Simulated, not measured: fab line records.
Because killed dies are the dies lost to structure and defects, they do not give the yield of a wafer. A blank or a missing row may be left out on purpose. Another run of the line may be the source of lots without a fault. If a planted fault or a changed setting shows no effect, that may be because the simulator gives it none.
Comparing a struck lot with a sound one / flow n5-finfet / 27 steps out of a route of 1938
Sound: the wafers L800.1, L800.2, L800.6. Struck: wafer L809.1 (L809.2, L809.6, from the same lot, were not struck and are left out); the cause is given at the end.
Per side, at each step with rows, come the tool, then ch with its chambers, and then its first start. Under that, the readings that differ: sound wafers / struck wafers / difference of the means / sigmas: that difference in standard deviations of wafers without a fault.
alike: same words and numbers on both sides, and readings whose means sit less than 2 such deviations apart. not compared: any withheld reading, any reading some wafer has no value for, any bound like >300 that may hide the same value, and any number with overlapping values for which the record gives no deviation.
Wherever a step has rows on one side only, a row that says differs or no value, or a row with sigmas, the two part there. When numbers do not overlap yet have no deviation, they are printed without sigmas and do not part them. A reading missing from all wafers of one side parts the sides only when that side holds two or more wafers.

first, 2 steps without rows for these wafers: N5_PASSIVATION_DEVELOP_29 (develop time 60 s); N5_PASSIVATION_HARDBAKE_31 (time 120 s).
N5_PASSIVATION_CD_MEAS_30: target cd 4000 nm.
  sound on cd-sem-02 ch 0, day 13 03:29; struck on cd-sem-03 ch 0, day 15 06:07
reading=cd-nm (nm); sound=4000.0 4003.4 4003.8; struck=3998.1; difference=-4.3; sigmas=-2
N5_PASSIVATION_OVL_MEAS_63:
  sound on overlay-01 ch 0, day 13 03:31; struck on overlay-02 ch 0, day 15 06:09
  alike: PAD_OVL
N5_PASSIVATION_INSPECT_64: inspects for defects (macro).
  sound: defect-inspect-02 at day 13 03:32; struck: defect-inspect-01 at day 15 06:10
reading=raw-defect-count; sound=4 0 0; struck=5; difference=+4; sigmas=+3
N5_PASSIVATION_DESCUM_32: chemistry O2, time 7.9 s.
  sound on rie-diel-05 ch 0,1,2, day 13 03:34; struck on rie-diel-05 ch 1, day 15 06:13
  alike: drypump-motor-current-A, oes-product-au, rf-vpp-V, showerhead-plenum-p-Torr, throttle-valve-pct
  not compared: rf-hours-counter-h
N5_PASSIVATION_AL_ETCH_33: etches Al in Cl2/BCl3, stops on TaN, target depth 2800 nm, time 466.7 s.
  sound on rie-metal-01 ch 0,1, day 13 03:40; struck on rie-metal-01 ch 0, day 15 06:17
  alike: drypump-motor-current-A, oes-product-au, throttle-valve-pct
  not compared: rf-hours-counter-h
N5_PASSIVATION_ETCH_59: etches TaN in Cl2/BCl3, target depth 65 nm, time 34.9 s.
  sound on rie-metal-01 ch 0,1, day 13 04:04; struck on rie-metal-01 ch 0, day 15 06:41
  alike: drypump-motor-current-A, oes-product-au, throttle-valve-pct
  not compared: rf-hours-counter-h
N5_PASSIVATION_STRIP_34: strips in O2.
  sound on rie-diel-06 ch 0,2,3, day 13 04:11; struck on rie-diel-06 ch 0, day 15 06:53
  alike: drypump-motor-current-A, oes-product-au, rf-vpp-V, showerhead-plenum-p-Torr, throttle-valve-pct
  not compared: rf-hours-counter-h
then, 3 steps without rows for these wafers: N5_PASSIVATION_STRIP_51 (strips in post etch residue remover, time 1200 s); N5_PASSIVATION_CLEAN_69 (cleans in IPA, time 180 s); N5_PASSIVATION_SRD_70 (time 30 s).
N5_PASSIVATION_PECVD_53: deposits SiO2 from TEOS/O2, target thk 800 nm, time 169.4 s.
  sound on pecvd-04 ch 0,1, day 13 04:43; struck on pecvd-04 ch 0,1,2, day 15 07:23
then, 9 steps without rows for these wafers: N5_PASSIVATION_PECVD_35 (deposits SiNx from SiH4/NH3/N2, target thk 700 nm, time 151.3 s); N5_PASSIVATION_HMDS_37 (time 60 s); N5_PASSIVATION_COAT_38; N5_PASSIVATION_EBR_40; N5_PASSIVATION_SOFTBAKE_39 (time 120 s); N5_PASSIVATION_EXPOSE_41 (exposes mask PASS OPEN, defocus 0 nm, target cd 40000 nm); N5_PASSIVATION_PEB_42; N5_PASSIVATION_DEVELOP_43 (develop time 60 s); N5_PASSIVATION_HARDBAKE_45 (time 120 s).
N5_PASSIVATION_CD_MEAS_44: target cd 40000 nm.
  sound on cd-sem-02 ch 0, day 13 05:16; struck on cd-sem-02 ch 0, day 15 07:55
  alike: cd-nm
N5_PASSIVATION_OVL_MEAS_66:
  sound on overlay-01 ch 0, day 13 05:17; struck on overlay-01 ch 0, day 15 07:57
  alike: PASS_OPEN_OVL
N5_PASSIVATION_INSPECT_67: inspects for defects (macro).
  sound: defect-inspect-01 at day 13 05:19; struck: defect-inspect-01 at day 15 07:59
reading=raw-defect-count; sound=4 1 2; struck=>300; difference=differs; sigmas=
N5_PASSIVATION_DESCUM_46: chemistry O2, time 7.9 s.
  sound on rie-diel-04 ch 1,3, day 13 05:21; struck on rie-diel-04 ch 2, day 15 08:02
  alike: drypump-motor-current-A, oes-product-au, rf-vpp-V, showerhead-plenum-p-Torr, throttle-valve-pct
  not compared: rf-hours-counter-h
N5_PASSIVATION_PROBE_49:
  sound: prober-01 at day 13 08:48; struck: prober-02 at day 15 11:04
reading=defect-limited-yield (%); sound=89.7 91.4 88.6; struck=80.5; difference=-9.4; sigmas=-6
reading=killed-at-other; sound=3 7 10; struck=120; difference=+113; sigmas=+33
reading=killed-dies; sound=122 101 135; struck=230; difference=+111; sigmas=+7
reading=sort_bin_5_function (%); sound=6.3 5.2 7.1; struck=12.5; difference=+6.3; sigmas=+7
reading=sort-n-pass; sound=1058 1079 1045; struck=950; difference=-111; sigmas=-7
reading=sort-yield-pct (%); sound=89.7 91.4 88.6; struck=80.5; difference=-9.4; sigmas=-6
  alike: killed_at_M0_to_M3, killed_at_M4_up, killed-at-contacts, killed-at-front-end, killed-open, killed-short, sort_bin_6_memory, sort_bin_8_speed

== WHERE THEY PART ==
Last at N5_PASSIVATION_PROBE_49 as far as this record goes, first at N5_PASSIVATION_CD_MEAS_30.

WHY: the cause the simulator had injected
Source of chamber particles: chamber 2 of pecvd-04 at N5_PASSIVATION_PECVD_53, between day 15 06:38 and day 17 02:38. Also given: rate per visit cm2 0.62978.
